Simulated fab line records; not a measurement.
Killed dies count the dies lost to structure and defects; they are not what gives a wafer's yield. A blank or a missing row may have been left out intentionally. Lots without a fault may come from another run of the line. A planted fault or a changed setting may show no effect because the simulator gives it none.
One fault through the eyes of 3 desks / flow n5Finfet / each desk holds nothing but its own numbers, with what lay behind them at the end

== THE DEFECT DESK ==
Lot by lot, what the route's inspections counted, given as the mean of those sampled wafers with a number. The brackets show how far a lot's mean lies from the usual mean; more than 4 standard deviations puts the lot out of limits, marked OUT.
Columns: A = rawDefectCount at N5_BEOL_M4_INSPECT_13, usual 389
lot=L885; first seen here=day 7 12:08; A=448
lot=L886; first seen here=day 7 14:58; A=348
lot=L887; first seen here=day 7 20:28; A=422
lot=L891; first seen here=day 9 04:57; A=311
lot=L894; first seen here=day 10 06:30; A=405
lot=L902; first seen here=day 12 01:31; A=254
lot=L903; first seen here=day 12 09:37; A=386
lot=L906; first seen here=day 13 01:32; A=361
lot=L907; first seen here=day 13 05:53; A=474
lot=L908; first seen here=day 13 13:40; A=296
Result from this desk: across the 10 lots, nothing is out of limits.

== FROM THE METROLOGY DESK ==
Lot by lot, what the gauges showed, no matter which tool ran the lot: averages of those sampled wafers that carry a number. The brackets show how far a lot's mean lies from the usual mean; more than 4 standard deviations puts the lot out of limits, marked OUT. Of its 10 readings 7 are shown: those that lie furthest out on some lot.
Columns: A = DIBL_N at N5_BEOL_M4_RC_MEAS_101, usual 36.3 mV/V; B = DIBL_P at N5_BEOL_M4_RC_MEAS_101, usual 36.2 mV/V; C = IOFF_N at N5_BEOL_M4_RC_MEAS_101, usual 0.160 nA/um; D = IOFF_P at N5_BEOL_M4_RC_MEAS_101, usual 0.21 nA/um; E = ION_P at N5_BEOL_M4_RC_MEAS_101, usual 465 uA/um; F = VT_N at N5_BEOL_M4_RC_MEAS_101, usual 250 mV; G = VT_P at N5_BEOL_M4_RC_MEAS_101, usual -250 mV
lot=L885; first seen here=day 7 20:53; A=39.9; B=39.6; C=0.216; D=0.28; E=469; F=245; G=-247
lot=L886; first seen here=day 8 00:02; A=36.0; B=35.6; C=0.157; D=0.21; E=466; F=249; G=-249
lot=L887; first seen here=day 8 04:13; A=34.0; B=33.8; C=0.131; D=0.17; E=458; F=251; G=-255
lot=L891; first seen here=day 9 12:29; A=37.0; B=36.0; C=0.158; D=0.20; E=462; F=249; G=-251
lot=L894; first seen here=day 10 15:08; A=37.8; B=38.7; C=0.185; D=0.28; E=475; F=247; G=-243
lot=L902; first seen here=day 12 12:45; A=34.3; B=35.4; C=0.132; D=0.19; E=465; F=252; G=-252
lot=L903; first seen here=day 12 16:46; A=35.5; B=36.1; C=0.138; D=0.18; E=460; F=253; G=-251
lot=L906; first seen here=day 13 12:34; A=34.4; B=34.6; C=0.132; D=0.19; E=462; F=252; G=-250
lot=L907; first seen here=day 13 18:03; A=36.1; B=34.9; C=0.161; D=0.21; E=464; F=246; G=-249
lot=L908; first seen here=day 13 21:29; A=36.0; B=35.8; C=0.146; D=0.17; E=454; F=250; G=-255
Result from this desk: across the 10 lots, nothing is out of limits.

== FOR THE TOOL OWNER'S DESK: rieDiel-03 ==
The tool's own readings at N5_BEOL_M4_ETCH_70 (etches SOC in N2/H2, target depth 80 nm, overetch 24 nm, time 130 s): means of the sampled wafers that have a number, for each lot that ran on this tool. The brackets show how far a lot's mean lies from the usual mean; more than 4 standard deviations puts the lot out of limits, marked OUT.
Columns: A = drypumpMotorCurrentA at N5_BEOL_M4_ETCH_70, usual 5.7 A; B = oesProductAu at N5_BEOL_M4_ETCH_70, usual 0.61 a.u.; C = rfFwdPowerW at N5_BEOL_M4_ETCH_70, usual 836.2 W; D = rfVppV at N5_BEOL_M4_ETCH_70, usual 525.0 V; E = showerheadPlenumPTorr at N5_BEOL_M4_ETCH_70, usual 2.58 Torr; F = tempC at N5_BEOL_M4_ETCH_70, usual 40.01 C; G = throttleValvePct at N5_BEOL_M4_ETCH_70, usual 17.74 %
lot=L885; first seen here=day 7 16:29; A=5.9; B=0.61; C=835.6; D=524.1; E=2.58; F=39.98; G=17.94
lot=L886; first seen here=day 7 19:25; A=5.5; B=0.64; C=836.7; D=527.4; E=2.68; F=40.08; G=17.96
lot=L894; first seen here=day 10 10:05; A=5.6; B=0.63; C=900.2 (+23) OUT; D=513.9 (-4.6) OUT; E=2.66; F=40.04; G=17.77
This desk's finding: out of limits on L894; first on L894, day 10 10:05 (rfFwdPowerW at N5_BEOL_M4_ETCH_70). In limits: L885, L886.

== BROUGHT TOGETHER ==
The tool owner's desk had the chance to raise an alarm at day 10 10:05 on L894.
Nothing the defect desk looked at was out of limits.
Nothing out of limits was seen by the metrology desk.
The defect desk has L894 on record, within its limits.
The metrology desk has L894 on record, within its limits.
Every lot named ran N5_BEOL_M4_ETCH_70 on rieDiel-03.

== WHAT THE SIMULATOR PUT IN ==
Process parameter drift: rieDiel-03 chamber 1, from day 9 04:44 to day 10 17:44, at N5_BEOL_M4_ETCH_70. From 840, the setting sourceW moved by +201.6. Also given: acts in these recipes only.
Shown lots that were struck: L894.
Hours from the fault's start to each desk's first reading out of limits: the tool owner's desk, 29.
